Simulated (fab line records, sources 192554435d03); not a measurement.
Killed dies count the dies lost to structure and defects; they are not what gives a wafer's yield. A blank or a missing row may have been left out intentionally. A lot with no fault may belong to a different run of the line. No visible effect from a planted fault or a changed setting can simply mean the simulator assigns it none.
Matching of chambers | flow n5-finfet | 4 sister chambers for N5_BEOL_M8_ETCH_66 on rie-diel-02
The step etches SOC in N2/H2, target depth 80 nm, overetch 16 nm, time 120 s. 4 wafers are shown with their chamber, then 11 later ones without.

WAFERS, EACH WITH ITS CHAMBER
wafer  | chamber | throttle-valve-pct (%)
L087.2 | 3       | 17.75
L086.3 | 0       | 17.82
L086.4 | 2       | 18.31
L090.1 | 1       | 17.77

WAFERS WITHOUT THEIR CHAMBER
wafer  | throttle-valve-pct (%)
L090.2 | 18.32
L090.6 | 18.31
L091.1 | 18.31
L091.4 | 17.84
L091.6 | 18.30
L092.3 | 17.75
L092.4 | 17.85
L092.6 | 17.78
L095.2 | 18.35
L095.5 | 18.34
L095.6 | 17.82

THE CHAMBER EACH PASSED THROUGH
wafer  | from the rows above          | in truth
L090.2 | 2                            | 2
L090.6 | 2                            | 2
L091.1 | 2                            | 2
L091.4 | 0                            | 0
L091.6 | 2                            | 2
L092.3 | can't be placed: 3 or 1      | 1
L092.4 | 0                            | 0
L092.6 | can't be placed: 1 or 3 or 0 | 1
L095.2 | 2                            | 2
L095.5 | 2                            | 2
L095.6 | 0                            | 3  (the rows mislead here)
Correct placement for 8 of the 11. Not placeable from these rows: 2 (in 2, the candidates include the true chamber). Wrongly placed: 1.
How it was worked out, from the rows above alone: a wafer's distance from a chamber is the root of the sum, over the readings, of the square of ((its reading less the chamber's mean) divided by the reading's scatter). If the next closest chamber is less than 2 further off than the closest, the wafer can't be placed; otherwise it belongs to the closest. A chamber's mean is the mean of its shown wafers. The scatter (one wafer shown for each chamber): square how far every hidden wafer sits from the nearest shown wafer, average those squares and take the square root.
